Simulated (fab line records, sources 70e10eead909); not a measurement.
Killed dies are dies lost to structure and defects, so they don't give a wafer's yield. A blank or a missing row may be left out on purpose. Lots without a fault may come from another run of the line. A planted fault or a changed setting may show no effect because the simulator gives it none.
fab line records | flow nand_harc
record lots=7 wafers=21 last_day=32
route steps=1302 shown A_BONDPAD@1219 END@1302
lots that met no fault: from a run of the same line without faults
start_h: hours from the record's first day to the start of the lot's first wafer shown | wait_h: hours since the lot's step before | " the same as in the row above | L1.1+2: a row that stands for several wafers | - no value, or no start given | * or withheld: withheld | < > ~ a bound
route shown NAME@n: a module of which the file shows steps, and the number in the route of the first | usual: mean/standard deviation of fault-free wafers | same: alike in all rows | chamber/n: place in a boat | sites: the reading at each site | _std_site: their standard deviation | _edge_site: outer sites' mean less inner sites' | radius_mm: how far each site lies from the wafer's centre | mask NAME#n: copy n | behind: the tool/chamber that last shaped the wafer | hold: why the lot was held/for how many hours/how that ended | device: the transistor (n, p or np) that didn't switch | end of line: the same wafers' tests at the end of the route | a step without rows: its recipe alone | killed: dies lost to structure and defects at the first sort, not the wafer's yield | map: a wafer's dies, x killed, . not, _ none there
set.NAME: the setting as run; set.NAME@STEP: as run at that earlier step | model.NAME: the simulator's own value behind a step, which no gauge read
lots at some steps of the route; a table a step, a row a wafer
services: from which hour (start_h, from the record's first day; less than 0 if before it) a tool's chamber was out of use, for how many hours, and why
## steps
# step NHARC_A_BONDPAD_ETCH_34
# recipe target_depth_a=600 overetch_a=180 time_s=65.91 ion_energy_ev=200 n2_flow_sccm=150 h2_flow_sccm=150 ar_flow_sccm=0 rf_w=400 bias_w=150 chemistry=N2/H2
# step NHARC_A_BONDPAD_ETCH_12
# recipe target_depth_a=2200 time_s=110 chf3_flow_sccm=50 o2_flow_sccm=10 ar_flow_sccm=200 rf_w=500 bias_w=200 chemistry=CHF3/O2
# usual chf3_flow_sccm=50.02/0.15 drypump_motor_current_A=5.7/0.36 oes_product_au=0.952/0.022 rf_vpp_V=370.5/1.9 showerhead_plenum_p_Torr=2.39/0.081 throttle_valve_pct=20.573/0.0093
# columns lot.wafer tool chamber start_h wait_h chf3_flow_sccm drypump_motor_current_A oes_product_au rf_hours_counter_h rf_vpp_V showerhead_plenum_p_Torr throttle_valve_pct
L645.3 rie_diel-08 0 - - 50.19 5.7 0.978 0 374.8 2.48 20.572
L645.2 " 2 " " 49.97 5.2 0.970 0 367.0 2.27 20.578
L645.5 " 0 " " 49.86 5.7 0.965 - 370.6 2.48 20.576
L644.4 rie_diel-08 0 - - 50.14 5.7 0.973 1 372.8 2.48 20.549
L644.3 " 1 " " 50.41 5.6 0.975 1 370.5 2.40 20.569
L644.5 " 1 " " 50.47 5.6 0.978 - 370.6 2.40 20.569
L654.1 rie_diel-08 1 - - 50.12 5.7 0.947 3 371.1 2.40 20.573
L654.4 " 3 " " 49.99 6.1 0.945 3 369.7 2.42 20.590
L654.2 " 0 " " 49.83 5.7 0.954 3 372.6 2.48 20.583
L651.1 rie_diel-04 2 - - 49.87 6.3 0.913 20 372.0 2.46 20.574
L651.5 " 2 " " 49.91 6.2 0.912 - 372.6 2.46 20.577
L651.6 " 3 " " 50.12 5.5 0.930 - 370.9 2.43 20.564
L655.1 rie_diel-08 0 - - 50.07 5.7 0.962 4 371.3 2.48 20.574
L655.3 " 2 " " 50.01 5.1 0.978 4 368.5 2.27 20.576
L655.5 " 1 " " 49.94 5.7 0.961 - 370.5 2.40 20.572
L662.3 rie_diel-08 2 - - 50.11 5.1 0.969 0 367.2 2.27 20.576
L662.1 " 0 " " 50.18 5.7 0.975 0 373.2 2.48 20.567
L662.6 " 1 " " 49.99 5.7 0.953 - 369.7 2.40 20.561
L663.1 rie_diel-08 3 - - 50.03 6.1 0.942 0 370.3 2.42 20.575
L663.3 " 0 " " 49.90 5.7 0.980 0 372.0 2.48 20.566
L663.2 " 1 " " 49.68 5.6 0.964 0 369.3 2.40 20.573
# step NHARC_A_BONDPAD_CD_MEAS_13
# usual cd_nm=499.4/1.7
# columns lot.wafer tool chamber start_h wait_h cd_nm
L645.2 cd_sem-03 - 562.26 - 498.6
L645.3 " - " " 501.0
L645.5 " - " " 501.3
L644.3 cd_sem-01 - 567.83 - 500.0
L644.4 " - " " 499.8
L644.5 " - " " 500.2
L654.1 cd_sem-03 - 657.33 - 500.4
L654.2 " - " " 500.7
L654.4 " - " " 499.9
L651.1 cd_sem-03 - 661.34 - 499.1
L651.5 " - " " 498.9
L651.6 " - " " 498.7
L655.1 cd_sem-02 - 667.00 - 499.8
L655.3 " - " " 496.5
L655.5 " - " " 498.4
L662.1 cd_sem-03 - 732.29 - 500.9
L662.3 " - " " 500.0
L662.6 " - " " 502.2
L663.1 cd_sem-01 - 736.61 - 501.1
L663.2 " - " " 500.6
L663.3 " - " " 501.1
# step NHARC_A_BONDPAD_STRIP_15
# recipe o2_flow_sccm=500 ar_flow_sccm=0 bias_w=0 chemistry=O2
# usual drypump_motor_current_A=5.7/0.36 oes_product_au=0.999/0.011 rf_vpp_V=57.7/0.89 showerhead_plenum_p_Torr=3.50/0.12 throttle_valve_pct=17.035/0.0092
# columns lot.wafer tool chamber start_h wait_h drypump_motor_current_A oes_product_au rf_hours_counter_h rf_vpp_V showerhead_plenum_p_Torr throttle_valve_pct
L645.3 rie_diel-08 0 562.35 0.1 5.7 0.994 1 59.0 3.64 17.042
L645.2 " 2 " " 5.2 1.013 1 57.3 3.34 17.038
L645.5 " 0 " " 5.7 0.981 - 58.4 3.64 17.019
L644.3 rie_diel-04 1 567.90 0.1 5.6 0.978 4 58.2 3.44 17.040
L644.4 " 3 " " 5.5 1.013 4 57.9 3.58 17.045
L644.5 " 1 " " 5.6 0.994 - 57.8 3.44 17.046
L654.1 rie_diel-08 1 657.41 0.1 5.7 1.001 3 59.7 3.52 17.039
L654.2 " 3 " " 6.2 0.985 3 57.4 3.55 17.028
L654.4 " 0 " " 5.7 0.985 3 57.9 3.64 17.037
L651.1 rie_diel-04 1 661.43 0.1 5.6 1.013 19 57.4 3.43 17.034
L651.5 " 0 " " 5.6 1.016 - 58.0 3.32 17.023
L651.6 " 1 " " 5.6 1.009 - 57.7 3.43 17.038
L655.1 rie_diel-08 3 667.08 0.1 6.2 0.985 4 58.4 3.55 17.051
L655.3 " 2 " " 5.2 1.005 4 56.0 3.33 17.029
L655.5 " 3 " " 6.2 1.000 - 57.4 3.55 17.038
L662.1 rie_diel-08 3 732.37 0.1 6.2 0.979 0 58.3 3.55 17.025
L662.3 " 2 " " 5.1 1.017 0 56.3 3.33 17.037
L662.6 " 0 " " 5.7 1.001 - 59.4 3.64 17.028
L663.3 rie_diel-08 1 736.72 0.1 5.6 0.985 0 56.7 3.52 17.041
L663.1 " 2 " " 5.1 1.006 0 57.3 3.33 17.031
L663.2 " 3 " " 6.2 0.993 0 57.0 3.55 17.027
# step NHARC_A_BONDPAD_ETCH_24
# recipe target_depth_a=300 over_etch_frac=0.3 time_s=72.99 ion_energy_ev=150 cf4_flow_sccm=50 n2_flow_sccm=100 ar_flow_sccm=150 rf_w=300 bias_w=100 chemistry=CF4/N2
# step NHARC_A_BONDPAD_STRIP_16
# recipe time_s=600 temp_c=30 chemistry=post_etch_residue_remover
# step NHARC_A_BONDPAD_DEGAS_25
# recipe temp_c=300 time_s=60
# usual heater_power_w=464/28
# columns lot.wafer tool chamber start_h wait_h heater_power_w
L645.3 pvd_sputter-02 - 562.88 - 475
L645.2 " - " " 448
L645.5 " - " " 474
L644.4 pvd_sputter-01 - 568.46 - 495
L644.3 " - " " 467
L644.5 " - " " 461
L654.2 pvd_sputter-02 - 657.95 - 462
L654.4 " - " " 427
L654.1 " - " " 487
L651.1 pvd_sputter-02 - 661.98 - 421
L651.5 " - " " 472
L651.6 " - " " 443
L655.1 pvd_sputter-03 - 667.63 - 446
L655.3 " - " " 528
L655.5 " - " " 506
L662.1 pvd_sputter-01 - 732.92 - 492
L662.3 " - " " 458
L662.6 " - " " 484
L663.2 pvd_sputter-01 - 737.27 - 479
L663.3 " - " " 490
L663.1 " - " " 456
# step NHARC_A_BONDPAD_PRE_CLEAN_26
# recipe time_s=30 temp_c=280 gas=H2/He
# step NHARC_A_BONDPAD_PVD_17
# recipe target_thk_a=50 bias_v=168.6 power_w=15000 chamber_pressure_pa=0.12 time_s=8.06 substrate_temp_c=50 material=TaN
# usual throttle_valve_pct=29.7/0.85
# columns lot.wafer tool chamber start_h wait_h throttle_valve_pct
L645.2 pvd_sputter-02 - - - 31.0
L645.3 " - " " 30.2
L645.5 " - " " 30.9
L644.4 pvd_sputter-01 - - - 28.6
L644.3 " - " " 27.6
L644.5 " - " " 28.6
L654.4 pvd_sputter-02 - - - 30.8
L654.1 " - " " 30.2
L654.2 " - " " 30.2
L651.1 pvd_sputter-02 - - - 29.9
L651.6 " - " " 30.1
L651.5 " - " " 30.1
L655.1 pvd_sputter-03 - - - 30.2
L655.3 " - " " 29.6
L655.5 " - " " 29.1
L662.3 pvd_sputter-01 - - - 29.4
L662.1 " - " " 27.8
L662.6 " - " " 28.6
L663.3 pvd_sputter-01 - - - 28.3
L663.1 " - " " 27.9
L663.2 " - " " 28.4
# step NHARC_A_BONDPAD_PVD_27
# recipe target_thk_a=300 chamber_pressure_pa=5 power_w=5000 substrate_temp_c=30 time_s=20.49 material=Cu
# usual throttle_valve_pct=29.7/0.79
# columns lot.wafer tool chamber start_h wait_h throttle_valve_pct
L645.2 pvd_sputter-02 - - - 30.2
L645.3 " - " " 30.0
L645.5 " - " " 30.0
L644.4 pvd_sputter-01 - - - 28.9
L644.3 " - " " 29.2
L644.5 " - " " 28.4
L654.2 pvd_sputter-02 - - - 30.3
L654.4 " - " " 29.9
L654.1 " - " " 30.3
L651.1 pvd_sputter-02 - - - 30.3
L651.5 " - " " 30.0
L651.6 " - " " 29.9
L655.1 pvd_sputter-03 - - - 30.3
L655.3 " - " " 29.4
L655.5 " - " " 30.2
L662.3 pvd_sputter-01 - - - 28.6
L662.1 " - " " 28.0
L662.6 " - " " 28.6
L663.3 pvd_sputter-01 - - - 29.4
L663.1 " - " " 28.4
L663.2 " - " " 28.8
# step NHARC_A_BONDPAD_ECD_18
# recipe target_thk_a=4000 bath_temp_c=25 material=Cu
# step NHARC_A_BONDPAD_ANNEAL_28
# recipe temp_c=225 time_s=90
# step NHARC_A_BONDPAD_CMP_19
# recipe t_overpolish_s=30 cu_recess_touch_s=16 target_thk_nm=169.82
# usual cu_recess_touch_s=16/0 edge_zone_pressure_frac=1.000/0.0054 motor_current_A=12.3/1.7 overpolish_run_s=30.001/0.0096
# columns lot.wafer tool chamber start_h wait_h cu_recess_touch_s edge_zone_pressure_frac motor_current_A overpolish_run_s
L645.3 cmp-04 1 563.99 - 16 0.997 10.8 30.013
L645.2 " 3 " " 16 0.997 12.2 30.009
L645.5 " 0 " " 16 1.009 9.5 30.020
L644.4 cmp-02 3 569.56 - 16 0.987 12.0 30.000
L644.3 " 1 " " 16 0.999 14.2 29.996
L644.5 " 2 " " 16 1.000 12.4 30.004
L654.1 cmp-01 3 659.35 - - - - -
L654.4 " 1 " " - - - -
L654.2 " 2 " " - - - -
L651.1 cmp-04 3 663.08 - - - - -
L651.5 " 2 " " - - - -
L651.6 " 3 " " - - - -
L655.1 cmp-04 1 668.71 - - - - -
L655.3 " 2 " " - - - -
L655.5 " 1 " " - - - -
L662.3 cmp-02 1 734.02 - 16 0.994 13.1 29.996
L662.1 " 3 " " 16 0.995 12.2 30.011
L662.6 " 0 " " 16 1.003 15.3 30.000
L663.2 cmp-01 2 738.36 - 16 1.002 12.5 30.004
L663.3 " 3 " " 16 0.997 14.6 29.980
L663.1 " 0 " " 16 0.996 12.7 29.991
# step NHARC_A_BONDPAD_THK_MEAS_20
# recipe thk_meas_gauge=xrf
# usual thk_nm=170.1/1.5
# columns lot.wafer tool chamber start_h wait_h hold thk_nm
L645.2 film_metro-01 - 564.28 - - 170.7
L645.3 " - " " - 172.4
L645.5 " - " " - 170.9
L644.3 film_metro-02 - 569.85 - - 170.5
L644.4 " - " " - 169.7
L644.5 " - " " - 170.8
L654.1 film_metro-01 - 659.67 0.3 await_dispo/0.2h/release 403.9
L654.2 " - " " await_dispo/0.2h/release 399.9
L654.4 " - " " await_dispo/0.2h/release 400.5
L654.1 film_metro-01 - 659.84 0.2 - 403.4
L654.2 " - " " - 402.1
L654.4 " - " " - 400.0
L651.1 film_metro-02 - 663.37 0.3 await_dispo/0.2h/release 404.7
L651.5 " - " " await_dispo/0.2h/release 402.1
L651.6 " - " " await_dispo/0.2h/release 402.9
L651.1 film_metro-02 - 663.56 0.2 - 405.8
L651.5 " - " " - 402.1
L651.6 " - " " - 404.6
L655.1 film_metro-01 - 669.03 0.3 await_dispo/0.2h/release 402.5
L655.3 " - " " await_dispo/0.2h/release 400.1
L655.5 " - " " await_dispo/0.2h/release 395.4
L655.1 film_metro-01 - 669.20 0.2 - 402.4
L655.3 " - " " - 398.2
L655.5 " - " " - 393.5
L662.1 film_metro-01 - 734.32 - - 166.9
L662.3 " - " " - 169.4
L662.6 " - " " - 171.1
L663.1 film_metro-01 - 738.69 - - 169.7
L663.2 " - " " - 170.8
L663.3 " - " " - 171.8
# step NHARC_END_SORT_01
# recipe temp_c=25
# usual defect_limited_yield=91.8/2.5 killed_at_array=51/17 killed_at_other=1.0/1.2 killed_at_periphery=3.4/2.5 killed_dies=56/17 killed_open=3.3/2.1 killed_short=2.6/1.6 sort_bin_2_pct=2.8/1.1 sort_bin_3_pct=0.6/0.34 sort_bin_4_pct=4.9/1.5 sort_n_pass=621/17 sort_rim_yield_pct=93/4 sort_yield_pct=91.8/2.5
# same gross_dies=677 sort_bin_5_pct[%]=0 sort_bin_6_pct[%]=0 sort_bin_7_pct[%]=0 sort_bin_8_pct[%]=0 sort_rim_n_gross=106.00
# columns lot.wafer tool chamber start_h wait_h defect_limited_yield[%] killed_at_array killed_at_other killed_at_periphery killed_dies killed_open killed_short sort_bin_2_pct[%] sort_bin_3_pct[%] sort_bin_4_pct[%] sort_n_pass sort_rim_yield_pct[%] sort_yield_pct[%]
L645.2 prober-01 0 591.79 2.8 90.8 56 2 4 62 1 1 3.8 0.6 4.7 615 96 90.8
L645.3 prober-01 0 592.59 3.1 91.0 59 0 2 61 4 1 2.8 0.1 6.1 616 96 91.0
L645.5 prober-01 0 594.18 3.7 94.4 35 1 2 38 2 4 1.9 0.7 3.0 639 91 94.4
L644.3 prober-01 0 600.46 3.1 90.5 55 4 5 64 4 1 3.1 1.0 5.3 613 96 90.5
L644.4 prober-01 0 601.25 3.4 92.2 49 2 2 53 2 0 2.4 0.3 5.2 624 92 92.2
L644.5 prober-01 0 602.05 3.7 92.8 43 3 3 49 6 5 1.8 0.6 4.9 628 94 92.8
L662.1 prober-01 0 769.21 2.5 93.4 41 1 3 45 2 2 2.2 0.6 3.8 632 93 93.4
L662.3 prober-01 0 770.82 3.1 93.4 39 2 4 45 3 2 2.2 0.1 4.3 632 98 93.4
L662.6 prober-01 0 773.23 4.0 92.8 42 1 6 49 2 2 3.1 0 4.1 628 96 92.8
L663.1 prober-01 0 777.01 2.5 90.7 57 3 3 63 4 1 3.0 0.6 5.8 614 92 90.7
L663.2 prober-01 0 777.80 2.8 91.7 53 3 0 56 1 4 2.2 0.1 5.9 621 94 91.7
L663.3 prober-01 0 778.59 3.1 89.8 61 4 4 69 1 3 3.5 0.4 6.2 608 94 89.8
# killed by level:class
L645.2 A_CHANNEL_HOLE_D2:chamber_film_flake=42 A_CONTACT:chamber_film_flake=5 A_STAIRCASE:chamber_film_flake=4 THIN_TSV:chamber_film_flake=2 P_GATE:geometric_particle:open=1 P_GATE:geometric_particle:short=1 P_ZERO_WELL:chamber_film_flake=1 P_CONTACT:chamber_film_flake=1
L645.3 A_CHANNEL_HOLE_D2:chamber_film_flake=39 A_CONTACT:chamber_film_flake=6 A_STAIRCASE:chamber_film_flake=4 A_CHANNEL_HOLE_D1:chamber_film_flake=3 P_M0:geometric_particle:open=1 A_CHANNEL_FILL_D1:geometric_particle:short=1 A_ONON_D2:geometric_particle:open=1 A_CHANNEL_HOLE_D2:geometric_particle:open=1
L645.5 A_CHANNEL_HOLE_D2:chamber_film_flake=18 A_CONTACT:chamber_film_flake=8 P_ZERO_WELL:chamber_film_flake=2 A_SOURCE_PLATE:geometric_particle:open=1 A_CHANNEL_FILL_D1:geometric_particle:short=1 A_DECK1_JOINT:geometric_particle:short=1 A_CHANNEL_FILL_D2:geometric_particle:short=1 A_WL_FILL:geometric_particle:short=1
L644.3 A_SLIT:chamber_film_flake=27 A_STAIRCASE:chamber_film_flake=14 A_CONTACT:chamber_film_flake=5 A_CHANNEL_HOLE_D2:chamber_film_flake=3 P_CONTACT:chamber_film_flake=3 THIN_TSV:chamber_film_flake=3 A_CHANNEL_HOLE_D1:chamber_film_flake=2 A_ONON_D1:geometric_particle:open=1
L644.4 A_SLIT:chamber_film_flake=19 A_STAIRCASE:chamber_film_flake=13 A_CHANNEL_HOLE_D2:chamber_film_flake=8 A_CONTACT:chamber_film_flake=6 A_WL_FILL:chamber_film_flake=2 P_M0:geometric_particle:open=1 STARTING-WAFER:geometric_particle:open=1 P_ZERO_WELL:chamber_film_flake=1
L644.5 A_SLIT:chamber_film_flake=18 A_STAIRCASE:chamber_film_flake=12 P_CONTACT:geometric_particle:open=2 A_CHANNEL_FILL_D1:geometric_particle:short=2 A_ONON_D2:geometric_particle:short=2 THIN_TSV:chamber_film_flake=2 A_ONON_D2:geometric_particle:open=1 A_CHANNEL_FILL_D2:geometric_particle:open=1
L662.1 A_CHANNEL_HOLE_D1:chamber_film_flake=14 A_CONTACT:chamber_film_flake=7 A_SLIT:chamber_film_flake=5 A_BONDPAD:chamber_film_flake=5 A_STAIRCASE:chamber_film_flake=3 P_ZERO_WELL:chamber_film_flake=2 A_WL_FILL:chamber_film_flake=2 A_ONON_D1:geometric_particle:open=1
L662.3 A_CHANNEL_HOLE_D1:chamber_film_flake=16 A_SLIT:chamber_film_flake=8 A_CONTACT:chamber_film_flake=3 P_M2:chamber_film_flake=2 A_CHANNEL_FILL_D1:chamber_film_flake=2 A_DECK1_JOINT:chamber_film_flake=2 A_STAIRCASE:chamber_film_flake=2 THIN_TSV:chamber_film_flake=2
L662.6 A_CHANNEL_HOLE_D1:chamber_film_flake=16 A_CONTACT:chamber_film_flake=8 P_ZERO_WELL:chamber_film_flake=4 A_BONDPAD:chamber_film_flake=4 A_STAIRCASE:chamber_film_flake=3 A_SLIT:chamber_film_flake=3 P_M2:chamber_film_flake=2 A_CHANNEL_HOLE_D2:chamber_film_flake=2
L663.1 A_CHANNEL_HOLE_D1:chamber_film_flake=19 A_CHANNEL_HOLE_D2:chamber_film_flake=17 A_CONTACT:chamber_film_flake=8 A_SLIT:chamber_film_flake=3 THIN_TSV:chamber_film_flake=3 P_CONTACT:chamber_film_flake=2 A_SGD_CUT:chamber_film_flake=2 A_BONDPAD:chamber_film_flake=2
L663.2 A_CHANNEL_HOLE_D2:chamber_film_flake=19 A_CHANNEL_HOLE_D1:chamber_film_flake=12 A_STAIRCASE:chamber_film_flake=5 A_SLIT:chamber_film_flake=4 A_CONTACT:chamber_film_flake=4 THIN_TSV:chamber_film_flake=3 A_ONON_D2:geometric_particle:short=2 A_M0:geometric_particle:short=2
L663.3 A_CHANNEL_HOLE_D2:chamber_film_flake=20 A_CHANNEL_HOLE_D1:chamber_film_flake=16 A_SLIT:chamber_film_flake=9 THIN_TSV:chamber_film_flake=4 P_CONTACT:chamber_film_flake=3 A_STAIRCASE:chamber_film_flake=3 A_SGD_CUT:chamber_film_flake=3 A_CONTACT:chamber_film_flake=3
## services
# columns tool chamber start_h hours kind
rie_diel-08 - 544.80 9.0 pm
cmp-02 - 558.11 0.5 repair
cmp-02 - 561.12 0.3 repair
cmp-01 - 574.23 0.4 repair
cmp-04 - 575.50 0.9 repair
cmp-01 - 577.62 4.0 pm
pvd_sputter-02 - 578.47 1.1 repair
rie_diel-08 - 580.02 0.4 repair
cmp-02 - 590.27 3.7 repair
pvd_sputter-01 - 590.89 3.0 repair
cmp-02 - 604.23 1.3 repair
cmp-04 - 605.75 4.0 pm
cmp-02 - 626.66 4.0 pm
cmp-01 - 635.76 1.3 repair
pvd_sputter-02 - 638.00 10.0 pm
cmp-02 - 650.17 2.3 repair
cmp-04 - 658.90 1.7 repair
cmp-04 - 703.75 4.0 pm
pvd_sputter-03 - 704.03 10.0 pm
rie_diel-04 - 708.93 9.0 pm
pvd_sputter-01 - 709.53 8.4 repair
pvd_sputter-02 - 717.65 22.4 repair
rie_diel-08 - 721.80 9.0 pm
rie_diel-04 1 728.03 7.0 repair
## key
first_sign step=NHARC_A_BONDPAD_CMP_19 reading=tool_record direction=missing
effect step=NHARC_A_BONDPAD_THK_MEAS_20 reading=visit direction=added
effect step=NHARC_A_BONDPAD_THK_MEAS_20 reading=thk_nm direction=up sigmas=99+ usual=170.1 struck=401.3
met_at NHARC_A_BONDPAD_CMP_19
struck_wafers L651.1,L651.5,L651.6,L654.1,L654.2,L654.4,L655.1,L655.3,L655.5
scrapped_behind NHARC_A_BONDPAD_THK_MEAS_20 L651.1,L651.5,L651.6,L654.1,L654.2,L654.4,L655.1,L655.3,L655.5
onset_between 563.99 659.35
fault kind=skipped_step_whole tool=cmp-01,cmp-04 chamber=- onset_h=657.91 steps=NHARC_A_BONDPAD_CMP_19 scope=struck_lots_only
